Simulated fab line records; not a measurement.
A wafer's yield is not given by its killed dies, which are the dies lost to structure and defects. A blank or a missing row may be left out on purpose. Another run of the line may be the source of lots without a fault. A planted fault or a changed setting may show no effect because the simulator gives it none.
What tool caused it? || flow nand-harc || 45 wafers from 15 lots sampled at 4 of the route's 1302 steps

== WHAT THE GAUGES READ, wafer by wafer ==
Not one reading of a measure or inspect step in the record can be checked against a usual standard deviation.

== WHICH TOOL RAN EACH LOT (tool, then ch and the chambers of the sampled wafers, then the start) ==
{"lot": "L746", "NHARC_P_GATE_ETCH_114": "rie-diel-07 ch 1,3, day 5 16:00 or earlier", "NHARC_P_GATE_EXPOSE_43": "krf-scanner-01 ch 0, day 5 16:00", "NHARC_P_GATE_STRIP_111": "plasma-asher-02 ch 0,1, day 5 16:44", "NHARC_P_GATE_DESCUM_61": "rie-diel-03 ch 0,1,2, day 5 17:58"}
{"lot": "L745", "NHARC_P_GATE_ETCH_114": "rie-diel-03 ch 0,1,3, day 5 16:29 or earlier", "NHARC_P_GATE_EXPOSE_43": "krf-scanner-04 ch 0, day 5 16:29", "NHARC_P_GATE_STRIP_111": "plasma-asher-02 ch 0,1, day 5 17:13", "NHARC_P_GATE_DESCUM_61": "rie-diel-07 ch 0,2,3, day 5 18:34"}
{"lot": "L747", "NHARC_P_GATE_ETCH_114": "rie-diel-03 ch 0,1,2, day 6 06:19 or earlier", "NHARC_P_GATE_EXPOSE_43": "krf-scanner-01 ch 0, day 6 06:19", "NHARC_P_GATE_STRIP_111": "plasma-asher-02 ch 0,1, day 6 07:00", "NHARC_P_GATE_DESCUM_61": "rie-diel-05 ch 1,2, day 6 08:24"}
{"lot": "L749", "NHARC_P_GATE_ETCH_114": "rie-diel-03 ch 0,2,3, day 7 01:58 or earlier", "NHARC_P_GATE_EXPOSE_43": "krf-scanner-02 ch 0, day 7 01:58", "NHARC_P_GATE_STRIP_111": "plasma-asher-01 ch 0,1, day 7 02:44", "NHARC_P_GATE_DESCUM_61": "rie-diel-03 ch 0,1,2, day 7 04:05"}
{"lot": "L750", "NHARC_P_GATE_ETCH_114": "rie-diel-07 ch 0,1,2, day 7 11:04 or earlier", "NHARC_P_GATE_EXPOSE_43": "krf-scanner-02 ch 0, day 7 11:04", "NHARC_P_GATE_STRIP_111": "plasma-asher-02 ch 0,1, day 7 15:08", "NHARC_P_GATE_DESCUM_61": "rie-diel-05 ch 1,2,3, day 7 16:33"}
{"lot": "L753", "NHARC_P_GATE_ETCH_114": "rie-diel-07 ch 1,3, day 9 03:11 or earlier", "NHARC_P_GATE_EXPOSE_43": "krf-scanner-01, day 9 03:11", "NHARC_P_GATE_STRIP_111": "plasma-asher-01 ch 0,1, day 9 03:58", "NHARC_P_GATE_DESCUM_61": "rie-diel-03 ch 0,1,3, day 9 05:08"}
{"lot": "L754", "NHARC_P_GATE_ETCH_114": "rie-diel-05 ch 0,1,3, day 9 11:46 or earlier", "NHARC_P_GATE_EXPOSE_43": "krf-scanner-04, day 9 11:46", "NHARC_P_GATE_STRIP_111": "plasma-asher-02 ch 0,1, day 9 12:27", "NHARC_P_GATE_DESCUM_61": "rie-diel-03 ch 0,1, day 9 13:43"}
{"lot": "L755", "NHARC_P_GATE_ETCH_114": "rie-diel-03 ch 0,2,3, day 9 21:11 or earlier", "NHARC_P_GATE_EXPOSE_43": "krf-scanner-04, day 9 21:11", "NHARC_P_GATE_STRIP_111": "plasma-asher-02 ch 0, day 9 21:55", "NHARC_P_GATE_DESCUM_61": "rie-diel-05 ch 0,3, day 9 23:17"}
{"lot": "L762", "NHARC_P_GATE_ETCH_114": "rie-diel-05 ch 0,2,3, day 12 10:46 or earlier", "NHARC_P_GATE_EXPOSE_43": "krf-scanner-04 ch 0, day 12 10:46", "NHARC_P_GATE_STRIP_111": "plasma-asher-01 ch 0,1, day 12 11:31", "NHARC_P_GATE_DESCUM_61": "rie-diel-05 ch 1,2,3, day 12 12:52"}
{"lot": "L763", "NHARC_P_GATE_ETCH_114": "rie-diel-07 ch 0,1,2, day 13 05:01 or earlier", "NHARC_P_GATE_EXPOSE_43": "krf-scanner-01 ch 0, day 13 05:01", "NHARC_P_GATE_STRIP_111": "plasma-asher-01 ch 0,1, day 13 05:50", "NHARC_P_GATE_DESCUM_61": "rie-diel-05 ch 1,2,3, day 13 06:59"}
{"lot": "L764", "NHARC_P_GATE_ETCH_114": "rie-diel-05 ch 1,2,3, day 13 09:02 or earlier", "NHARC_P_GATE_EXPOSE_43": "krf-scanner-01 ch 0, day 13 09:02", "NHARC_P_GATE_STRIP_111": "plasma-asher-01 ch 0,1, day 13 09:50", "NHARC_P_GATE_DESCUM_61": "rie-diel-05 ch 1,2, day 13 11:07"}
{"lot": "L765", "NHARC_P_GATE_ETCH_114": "rie-diel-03 ch 0,1,3, day 13 20:49 or earlier", "NHARC_P_GATE_EXPOSE_43": "krf-scanner-04 ch 0, day 13 20:49", "NHARC_P_GATE_STRIP_111": "plasma-asher-01 ch 0,1, day 13 21:29", "NHARC_P_GATE_DESCUM_61": "rie-diel-05 ch 1,2,3, day 13 22:52"}
{"lot": "L766", "NHARC_P_GATE_ETCH_114": "rie-diel-07 ch 0,3, day 14 05:02 or earlier", "NHARC_P_GATE_EXPOSE_43": "krf-scanner-01 ch 0, day 14 05:02", "NHARC_P_GATE_STRIP_111": "plasma-asher-01 ch 1, day 14 05:43", "NHARC_P_GATE_DESCUM_61": "rie-diel-07 ch 1,3, day 14 06:58"}
{"lot": "L767", "NHARC_P_GATE_ETCH_114": "rie-diel-03 ch 0,2,3, day 14 17:11 or earlier", "NHARC_P_GATE_EXPOSE_43": "krf-scanner-01 ch 0, day 14 17:11", "NHARC_P_GATE_STRIP_111": "plasma-asher-01 ch 0,1, day 14 17:52", "NHARC_P_GATE_DESCUM_61": "rie-diel-03 ch 0,1,2, day 14 19:16"}
{"lot": "L768", "NHARC_P_GATE_ETCH_114": "rie-diel-05 ch 0,2,3, day 14 21:45 or earlier", "NHARC_P_GATE_EXPOSE_43": "krf-scanner-01 ch 0, day 14 21:45", "NHARC_P_GATE_STRIP_111": "plasma-asher-02 ch 0,1, day 14 22:29", "NHARC_P_GATE_DESCUM_61": "rie-diel-07 ch 0,3, day 14 23:49"}
- NHARC_P_GATE_ETCH_114: etches the open film in CF4/O2, target depth 30 nm, overetch 3 nm, time 16.5 s.
- NHARC_P_GATE_EXPOSE_43: exposes mask P NSD, target cd 720 nm.
- NHARC_P_GATE_STRIP_111: strips in N2/H2, time 250 s.
- NHARC_P_GATE_DESCUM_61: chemistry O2, time 3 s.

== AS READ BY THE TOOLS THEMSELVES (means over the sampled wafers that have a number; for cases with no such wafer, the mark the record gives instead) ==
NHARC_P_GATE_ETCH_114. Usual: for bias-w, 100.0 W with a standard deviation of 0.3; for drypump-motor-current-A, 5.7 A with a standard deviation of 0.49; for mfc-ar-sccm, 0.015 sccm with a standard deviation of 0.014; for oes-product-au, 1.003 a.u. with a standard deviation of 0.0096; for rf-vpp-V, 197.7 V with a standard deviation of 1.5; for showerhead-plenum-p-Torr, 1.33 Torr with a standard deviation of 0.059; for throttle-valve-pct, 13.396 % with a standard deviation of 0.0096.
{"lot": "L746", "tool": "rie-diel-07", "bias-w (W)": 99.7, "drypump-motor-current-A (A)": 5.5, "mfc-ar-sccm (sccm)": 0.009, "oes-product-au (a.u.)": 1.001, "rf-vpp-V (V)": 198.8, "showerhead-plenum-p-Torr (Torr)": 1.42, "throttle-valve-pct (%)": 13.378, "flag": ""}
{"lot": "L745", "tool": "rie-diel-03", "bias-w (W)": 100.3, "drypump-motor-current-A (A)": 5.5, "mfc-ar-sccm (sccm)": 0.013, "oes-product-au (a.u.)": 0.997, "rf-vpp-V (V)": 198.3, "showerhead-plenum-p-Torr (Torr)": 1.29, "throttle-valve-pct (%)": 13.393, "flag": ""}
{"lot": "L747", "tool": "rie-diel-03", "bias-w (W)": 100.1, "drypump-motor-current-A (A)": 5.2, "mfc-ar-sccm (sccm)": 0.010, "oes-product-au (a.u.)": 1.008, "rf-vpp-V (V)": 196.7, "showerhead-plenum-p-Torr (Torr)": 1.27, "throttle-valve-pct (%)": 13.390, "flag": ""}
{"lot": "L749", "tool": "rie-diel-03", "bias-w (W)": 100.1, "drypump-motor-current-A (A)": 5.8, "mfc-ar-sccm (sccm)": 0.013, "oes-product-au (a.u.)": 1.005, "rf-vpp-V (V)": 196.4, "showerhead-plenum-p-Torr (Torr)": 1.29, "throttle-valve-pct (%)": 13.405, "flag": ""}
{"lot": "L750", "tool": "rie-diel-07", "bias-w (W)": 99.9, "drypump-motor-current-A (A)": 6.0, "mfc-ar-sccm (sccm)": 0.030, "oes-product-au (a.u.)": 1.011, "rf-vpp-V (V)": 198.8, "showerhead-plenum-p-Torr (Torr)": 1.39, "throttle-valve-pct (%)": 13.408, "flag": ""}
{"lot": "L753", "tool": "rie-diel-07", "bias-w (W)": 100.0, "drypump-motor-current-A (A)": 5.5, "mfc-ar-sccm (sccm)": 0.009, "oes-product-au (a.u.)": 1.008, "rf-vpp-V (V)": 199.9, "showerhead-plenum-p-Torr (Torr)": 1.42, "throttle-valve-pct (%)": 13.398, "flag": ""}
{"lot": "L754", "tool": "rie-diel-05", "bias-w (W)": 99.7, "drypump-motor-current-A (A)": 6.0, "mfc-ar-sccm (sccm)": 0.013, "oes-product-au (a.u.)": 1.008, "rf-vpp-V (V)": 196.8, "showerhead-plenum-p-Torr (Torr)": 1.30, "throttle-valve-pct (%)": 13.391, "flag": ""}
{"lot": "L755", "tool": "rie-diel-03", "bias-w (W)": 100.0, "drypump-motor-current-A (A)": 5.8, "mfc-ar-sccm (sccm)": 0.013, "oes-product-au (a.u.)": 1.003, "rf-vpp-V (V)": 196.9, "showerhead-plenum-p-Torr (Torr)": 1.29, "throttle-valve-pct (%)": 13.402, "flag": ""}
{"lot": "L762", "tool": "rie-diel-05", "bias-w (W)": 99.9, "drypump-motor-current-A (A)": 5.9, "mfc-ar-sccm (sccm)": 0.010, "oes-product-au (a.u.)": 0.996, "rf-vpp-V (V)": 196.9, "showerhead-plenum-p-Torr (Torr)": 1.33, "throttle-valve-pct (%)": 13.399, "flag": ""}
{"lot": "L763", "tool": "rie-diel-07", "bias-w (W)": 99.9, "drypump-motor-current-A (A)": 6.0, "mfc-ar-sccm (sccm)": 0.030, "oes-product-au (a.u.)": 1.009, "rf-vpp-V (V)": 199.1, "showerhead-plenum-p-Torr (Torr)": 1.39, "throttle-valve-pct (%)": 13.396, "flag": ""}
{"lot": "L764", "tool": "rie-diel-05", "bias-w (W)": 99.8, "drypump-motor-current-A (A)": 6.1, "mfc-ar-sccm (sccm)": 0.020, "oes-product-au (a.u.)": 0.998, "rf-vpp-V (V)": 197.7, "showerhead-plenum-p-Torr (Torr)": 1.34, "throttle-valve-pct (%)": 13.397, "flag": ""}
{"lot": "L765", "tool": "rie-diel-03", "bias-w (W)": 100.0, "drypump-motor-current-A (A)": 5.5, "mfc-ar-sccm (sccm)": 0.013, "oes-product-au (a.u.)": 0.996, "rf-vpp-V (V)": 196.8, "showerhead-plenum-p-Torr (Torr)": 1.29, "throttle-valve-pct (%)": 13.399, "flag": ""}
{"lot": "L766", "tool": "rie-diel-07", "bias-w (W)": 100.0, "drypump-motor-current-A (A)": 5.6, "mfc-ar-sccm (sccm)": 0.023, "oes-product-au (a.u.)": 1.005, "rf-vpp-V (V)": 198.5, "showerhead-plenum-p-Torr (Torr)": 1.40, "throttle-valve-pct (%)": 13.385, "flag": ""}
{"lot": "L767", "tool": "rie-diel-03", "bias-w (W)": 100.3, "drypump-motor-current-A (A)": 5.8, "mfc-ar-sccm (sccm)": 0.013, "oes-product-au (a.u.)": 1.001, "rf-vpp-V (V)": 196.6, "showerhead-plenum-p-Torr (Torr)": 1.29, "throttle-valve-pct (%)": 13.403, "flag": ""}
{"lot": "L768", "tool": "rie-diel-05", "bias-w (W)": 99.9, "drypump-motor-current-A (A)": 5.9, "mfc-ar-sccm (sccm)": 0.010, "oes-product-au (a.u.)": 0.995, "rf-vpp-V (V)": 198.3, "showerhead-plenum-p-Torr (Torr)": 1.33, "throttle-valve-pct (%)": 13.400, "flag": ""}

NHARC_P_GATE_EXPOSE_43. Usual: exposure-dose-mJ-cm2 14.808, standard deviation 0.017; focus-offset-nm 0.0 nm, standard deviation 0.49.
{"lot": "L746", "tool": "krf-scanner-01", "exposure-dose-mJ-cm2": 14.798, "focus-offset-nm (nm)": -0.1, "flag": ""}
{"lot": "L745", "tool": "krf-scanner-04", "exposure-dose-mJ-cm2": 14.803, "focus-offset-nm (nm)": -0.5, "flag": ""}
{"lot": "L747", "tool": "krf-scanner-01", "exposure-dose-mJ-cm2": 14.791, "focus-offset-nm (nm)": 0.6, "flag": ""}
{"lot": "L749", "tool": "krf-scanner-02", "exposure-dose-mJ-cm2": 14.827, "focus-offset-nm (nm)": -0.2, "flag": ""}
{"lot": "L750", "tool": "krf-scanner-02", "exposure-dose-mJ-cm2": 14.793, "focus-offset-nm (nm)": -0.1, "flag": ""}
{"lot": "L753", "tool": "krf-scanner-01", "exposure-dose-mJ-cm2": "-", "focus-offset-nm (nm)": "-", "flag": "OFF"}
{"lot": "L754", "tool": "krf-scanner-04", "exposure-dose-mJ-cm2": "-", "focus-offset-nm (nm)": "-", "flag": "OFF"}
{"lot": "L755", "tool": "krf-scanner-04", "exposure-dose-mJ-cm2": "-", "focus-offset-nm (nm)": "-", "flag": "OFF"}
{"lot": "L762", "tool": "krf-scanner-04", "exposure-dose-mJ-cm2": 14.814, "focus-offset-nm (nm)": 0.5, "flag": ""}
{"lot": "L763", "tool": "krf-scanner-01", "exposure-dose-mJ-cm2": 14.799, "focus-offset-nm (nm)": -0.5, "flag": ""}
{"lot": "L764", "tool": "krf-scanner-01", "exposure-dose-mJ-cm2": 14.793, "focus-offset-nm (nm)": 0.1, "flag": ""}
{"lot": "L765", "tool": "krf-scanner-04", "exposure-dose-mJ-cm2": 14.790, "focus-offset-nm (nm)": 0.6, "flag": ""}
{"lot": "L766", "tool": "krf-scanner-01", "exposure-dose-mJ-cm2": 14.809, "focus-offset-nm (nm)": -0.3, "flag": ""}
{"lot": "L767", "tool": "krf-scanner-01", "exposure-dose-mJ-cm2": 14.804, "focus-offset-nm (nm)": 0.4, "flag": ""}
{"lot": "L768", "tool": "krf-scanner-01", "exposure-dose-mJ-cm2": 14.796, "focus-offset-nm (nm)": -0.4, "flag": ""}

NHARC_P_GATE_STRIP_111. Usual: drypump-motor-current-A 5.7 A, standard deviation 0.55; heater-power-w 95 W, standard deviation 9.5.
{"lot": "L746", "tool": "plasma-asher-02", "drypump-motor-current-A (A)": 5.9, "heater-power-w (W)": 102, "flag": ""}
{"lot": "L745", "tool": "plasma-asher-02", "drypump-motor-current-A (A)": 5.9, "heater-power-w (W)": 103, "flag": ""}
{"lot": "L747", "tool": "plasma-asher-02", "drypump-motor-current-A (A)": 5.6, "heater-power-w (W)": 103, "flag": ""}
{"lot": "L749", "tool": "plasma-asher-01", "drypump-motor-current-A (A)": 5.5, "heater-power-w (W)": 87, "flag": ""}
{"lot": "L750", "tool": "plasma-asher-02", "drypump-motor-current-A (A)": 5.6, "heater-power-w (W)": 104, "flag": ""}
{"lot": "L753", "tool": "plasma-asher-01", "drypump-motor-current-A (A)": 5.5, "heater-power-w (W)": 85, "flag": ""}
{"lot": "L754", "tool": "plasma-asher-02", "drypump-motor-current-A (A)": 5.6, "heater-power-w (W)": 106, "flag": ""}
{"lot": "L755", "tool": "plasma-asher-02", "drypump-motor-current-A (A)": 6.2, "heater-power-w (W)": 101, "flag": ""}
{"lot": "L762", "tool": "plasma-asher-01", "drypump-motor-current-A (A)": 5.5, "heater-power-w (W)": 85, "flag": ""}
{"lot": "L763", "tool": "plasma-asher-01", "drypump-motor-current-A (A)": 5.9, "heater-power-w (W)": 87, "flag": ""}
{"lot": "L764", "tool": "plasma-asher-01", "drypump-motor-current-A (A)": 5.9, "heater-power-w (W)": 86, "flag": ""}
{"lot": "L765", "tool": "plasma-asher-01", "drypump-motor-current-A (A)": 5.9, "heater-power-w (W)": 88, "flag": ""}
{"lot": "L766", "tool": "plasma-asher-01", "drypump-motor-current-A (A)": 5.1, "heater-power-w (W)": 85, "flag": ""}
{"lot": "L767", "tool": "plasma-asher-01", "drypump-motor-current-A (A)": 5.4, "heater-power-w (W)": 86, "flag": ""}
{"lot": "L768", "tool": "plasma-asher-02", "drypump-motor-current-A (A)": 5.9, "heater-power-w (W)": 102, "flag": ""}

NHARC_P_GATE_DESCUM_61. Usual: drypump-motor-current-A 5.8 A, standard deviation 0.47; mfc-ar-sccm 0.016 sccm, standard deviation 0.014; oes-product-au 1.001 a.u., standard deviation 0.0099; rf-vpp-V 57.8 V, standard deviation 0.91; showerhead-plenum-p-Torr 1.92 Torr, standard deviation 0.085; throttle-valve-pct 11.311 %, standard deviation 0.0094.
{"lot": "L746", "tool": "rie-diel-03", "drypump-motor-current-A (A)": 5.3, "mfc-ar-sccm (sccm)": 0.010, "oes-product-au (a.u.)": 1.004, "rf-vpp-V (V)": 57.9, "showerhead-plenum-p-Torr (Torr)": 1.82, "throttle-valve-pct (%)": 11.312, "flag": ""}
{"lot": "L745", "tool": "rie-diel-07", "drypump-motor-current-A (A)": 5.6, "mfc-ar-sccm (sccm)": 0.020, "oes-product-au (a.u.)": 0.994, "rf-vpp-V (V)": 58.3, "showerhead-plenum-p-Torr (Torr)": 2.01, "throttle-valve-pct (%)": 11.317, "flag": ""}
{"lot": "L747", "tool": "rie-diel-05", "drypump-motor-current-A (A)": 6.2, "mfc-ar-sccm (sccm)": 0.031, "oes-product-au (a.u.)": 1.003, "rf-vpp-V (V)": 58.7, "showerhead-plenum-p-Torr (Torr)": 1.95, "throttle-valve-pct (%)": 11.318, "flag": ""}
{"lot": "L749", "tool": "rie-diel-03", "drypump-motor-current-A (A)": 5.3, "mfc-ar-sccm (sccm)": 0.010, "oes-product-au (a.u.)": 1.001, "rf-vpp-V (V)": 56.6, "showerhead-plenum-p-Torr (Torr)": 1.82, "throttle-valve-pct (%)": 11.309, "flag": ""}
{"lot": "L750", "tool": "rie-diel-05", "drypump-motor-current-A (A)": 6.1, "mfc-ar-sccm (sccm)": 0.020, "oes-product-au (a.u.)": 0.995, "rf-vpp-V (V)": 57.4, "showerhead-plenum-p-Torr (Torr)": 1.92, "throttle-valve-pct (%)": 11.311, "flag": ""}
{"lot": "L753", "tool": "rie-diel-03", "drypump-motor-current-A (A)": 5.5, "mfc-ar-sccm (sccm)": 0.013, "oes-product-au (a.u.)": 0.997, "rf-vpp-V (V)": 57.7, "showerhead-plenum-p-Torr (Torr)": 1.85, "throttle-valve-pct (%)": 11.311, "flag": ""}
{"lot": "L754", "tool": "rie-diel-03", "drypump-motor-current-A (A)": 5.0, "mfc-ar-sccm (sccm)": 0.010, "oes-product-au (a.u.)": 1.008, "rf-vpp-V (V)": 57.2, "showerhead-plenum-p-Torr (Torr)": 1.83, "throttle-valve-pct (%)": 11.309, "flag": ""}
{"lot": "L755", "tool": "rie-diel-05", "drypump-motor-current-A (A)": 5.7, "mfc-ar-sccm (sccm)": 0.003, "oes-product-au (a.u.)": 0.999, "rf-vpp-V (V)": 57.1, "showerhead-plenum-p-Torr (Torr)": 1.85, "throttle-valve-pct (%)": 11.310, "flag": ""}
{"lot": "L762", "tool": "rie-diel-05", "drypump-motor-current-A (A)": 6.2, "mfc-ar-sccm (sccm)": 0.020, "oes-product-au (a.u.)": 0.993, "rf-vpp-V (V)": 58.2, "showerhead-plenum-p-Torr (Torr)": 1.91, "throttle-valve-pct (%)": 11.314, "flag": ""}
{"lot": "L763", "tool": "rie-diel-05", "drypump-motor-current-A (A)": 6.2, "mfc-ar-sccm (sccm)": 0.020, "oes-product-au (a.u.)": 1.003, "rf-vpp-V (V)": 57.4, "showerhead-plenum-p-Torr (Torr)": 1.91, "throttle-valve-pct (%)": 11.315, "flag": ""}
{"lot": "L764", "tool": "rie-diel-05", "drypump-motor-current-A (A)": 6.2, "mfc-ar-sccm (sccm)": 0.031, "oes-product-au (a.u.)": 1.007, "rf-vpp-V (V)": 58.0, "showerhead-plenum-p-Torr (Torr)": 1.94, "throttle-valve-pct (%)": 11.302, "flag": ""}
{"lot": "L765", "tool": "rie-diel-05", "drypump-motor-current-A (A)": 6.2, "mfc-ar-sccm (sccm)": 0.020, "oes-product-au (a.u.)": 1.000, "rf-vpp-V (V)": 58.1, "showerhead-plenum-p-Torr (Torr)": 1.91, "throttle-valve-pct (%)": 11.314, "flag": ""}
{"lot": "L766", "tool": "rie-diel-07", "drypump-motor-current-A (A)": 5.5, "mfc-ar-sccm (sccm)": 0.009, "oes-product-au (a.u.)": 1.004, "rf-vpp-V (V)": 57.8, "showerhead-plenum-p-Torr (Torr)": 2.04, "throttle-valve-pct (%)": 11.306, "flag": ""}
{"lot": "L767", "tool": "rie-diel-03", "drypump-motor-current-A (A)": 5.2, "mfc-ar-sccm (sccm)": 0.010, "oes-product-au (a.u.)": 1.005, "rf-vpp-V (V)": 57.3, "showerhead-plenum-p-Torr (Torr)": 1.82, "throttle-valve-pct (%)": 11.321, "flag": ""}
{"lot": "L768", "tool": "rie-diel-07", "drypump-motor-current-A (A)": 5.4, "mfc-ar-sccm (sccm)": 0.012, "oes-product-au (a.u.)": 1.003, "rf-vpp-V (V)": 58.7, "showerhead-plenum-p-Torr (Torr)": 2.03, "throttle-valve-pct (%)": 11.308, "flag": ""}

== THE ANSWER, worked out from the rows above alone ==
Rule: a lot counts as off when the mean over its wafers that have a number is more than 3 standard deviations away from the usual mean. A lot without any number at a reading at which 4 lots or more have one is off too. The other lots that the step has rows for count as sound. Order of review: gauges by route order, followed by the tools' own readings, for which a lot's mean as printed above is used. At the first step where some lot is off, the reading lying furthest off is the one used; lots without a number count as furthest.
Off at NHARC_P_GATE_EXPOSE_43 (exposure-dose-mJ-cm2): L753, L754, L755. Without a number there: L753, L754, L755.
If a tool, at that step or one of the process steps before it, ran each lot that is off and ran no sound lot following the first of them, it fits. NHARC_P_GATE_ETCH_114 gives no start for some lots, so the hours and the order of its lots are those of NHARC_P_GATE_EXPOSE_43. No candidate that was tried fits.

== WHAT HAD BEEN PUT IN BY THE SIMULATOR ==
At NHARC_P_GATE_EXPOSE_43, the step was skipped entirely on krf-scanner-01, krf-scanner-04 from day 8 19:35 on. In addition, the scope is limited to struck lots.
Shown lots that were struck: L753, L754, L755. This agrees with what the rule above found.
